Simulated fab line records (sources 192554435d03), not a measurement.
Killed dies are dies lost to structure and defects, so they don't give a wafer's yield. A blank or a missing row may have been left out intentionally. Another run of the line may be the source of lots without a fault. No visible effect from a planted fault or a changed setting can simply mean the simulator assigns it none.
Chamber matching :: flow n5 finfet :: cvd co-02 running N5_BEOL_M5_PRE_CLEAN_77: 3 sister chambers
The step time 15 s. 6 wafers are shown with their chamber, then 9 later ones without.

WAFERS PAIRED WITH THEIR CHAMBERS
wafer: L084.2
chamber: 0
heater power outer w (W): 32
heater power w (W): 89

wafer: L084.5
chamber: 1
heater power outer w (W): 7
heater power w (W): 67

wafer: L084.6
chamber: 2
heater power outer w (W): 4
heater power w (W): 59

wafer: L087.1
chamber: 2
heater power outer w (W): 4
heater power w (W): 60

wafer: L087.3
chamber: 1
heater power outer w (W): 7
heater power w (W): 69

wafer: L087.5
chamber: 0
heater power outer w (W): 31
heater power w (W): 89

WAFERS WHOSE CHAMBER IS MISSING
wafer: L093.4
heater power outer w (W): 4
heater power w (W): 61

wafer: L093.5
heater power outer w (W): 7
heater power w (W): 68

wafer: L093.6
heater power outer w (W): 31
heater power w (W): 91

wafer: L095.1
heater power outer w (W): 7
heater power w (W): 69

wafer: L095.4
heater power outer w (W): 7
heater power w (W): 69

wafer: L095.5
heater power outer w (W): 4
heater power w (W): 58

wafer: L097.1
heater power outer w (W): 32
heater power w (W): 88

wafer: L097.3
heater power outer w (W): 7
heater power w (W): 70

wafer: L097.5
heater power outer w (W): 7
heater power w (W): 70

WHICH CHAMBER EACH ONE RAN IN
wafer: L093.4
from the rows above: 2
in truth: 2

wafer: L093.5
from the rows above: 1
in truth: 1

wafer: L093.6
from the rows above: 0
in truth: 0

wafer: L095.1
from the rows above: 1
in truth: 1

wafer: L095.4
from the rows above: 1
in truth: 1

wafer: L095.5
from the rows above: 2
in truth: 2

wafer: L097.1
from the rows above: 0
in truth: 0

wafer: L097.3
from the rows above: 1
in truth: 1

wafer: L097.5
from the rows above: 1
in truth: 1
Placed correctly: 9 of 9. Left unplaced by these rows: 0. Wrongly placed: 0.
How it was worked out, from the rows above alone: a wafer's distance from a chamber is the root of the sum, over the readings, of the square of ((its reading less the chamber's mean) divided by the reading's scatter). If the next closest chamber is less than 2 further off than the closest, the wafer can't be placed; otherwise it belongs to the closest. The mean given for a chamber averages the wafers shown for that chamber. The scatter is the square root of a quotient: the sum, over the shown wafers, of each reading's squared deviation from its chamber's mean, divided by wafers minus chambers.
